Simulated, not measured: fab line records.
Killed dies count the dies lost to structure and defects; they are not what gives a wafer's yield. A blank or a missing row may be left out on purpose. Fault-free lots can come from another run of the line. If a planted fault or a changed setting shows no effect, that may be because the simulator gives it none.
Matching of chambers / flow n5Finfet / 4 sister chambers for N5_BEOL_M8_STRIP_67 on rieDiel-05
The step strips in CF4. 4 wafers are shown with their chamber, then 7 later ones without.

## WAFERS PAIRED WITH THEIR CHAMBERS
wafer=L077.5; chamber=0; showerheadPlenumPTorr (Torr)=1.74
wafer=L092.6; chamber=1; showerheadPlenumPTorr (Torr)=1.76
wafer=L091.2; chamber=2; showerheadPlenumPTorr (Torr)=1.90
wafer=L091.4; chamber=3; showerheadPlenumPTorr (Torr)=1.74

## WAFERS WITH NO CHAMBER GIVEN
wafer=L091.5; showerheadPlenumPTorr (Torr)=1.74
wafer=L093.1; showerheadPlenumPTorr (Torr)=1.76
wafer=L093.2; showerheadPlenumPTorr (Torr)=1.74
wafer=L093.6; showerheadPlenumPTorr (Torr)=1.74
wafer=L096.1; showerheadPlenumPTorr (Torr)=1.74
wafer=L096.2; showerheadPlenumPTorr (Torr)=1.73
wafer=L096.5; showerheadPlenumPTorr (Torr)=1.76

## WHICH CHAMBER EACH WENT THROUGH
wafer=L091.5; from the rows above=can't be placed: 0 or 3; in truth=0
wafer=L093.1; from the rows above=1; in truth=1
wafer=L093.2; from the rows above=can't be placed: 0 or 3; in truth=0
wafer=L093.6; from the rows above=can't be placed: 0 or 3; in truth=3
wafer=L096.1; from the rows above=can't be placed: 0 or 3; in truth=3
wafer=L096.2; from the rows above=can't be placed: 0 or 3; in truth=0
wafer=L096.5; from the rows above=1; in truth=1
2 of 7 placed correctly. These rows do not allow placing 5 (true chamber among the candidates in 5). 0 placed wrongly.
How it was worked out, from the rows above alone: a wafer's distance from a chamber is the root of the sum, over the readings, of the square of ((its reading less the chamber's mean) divided by the reading's scatter). If the next closest chamber is less than 2 further off than the closest, the wafer can't be placed; otherwise it belongs to the closest. A chamber's mean is the mean of its shown wafers. The scatter: root of mean squared gap, hidden wafer to nearest shown wafer, with one shown wafer a chamber.
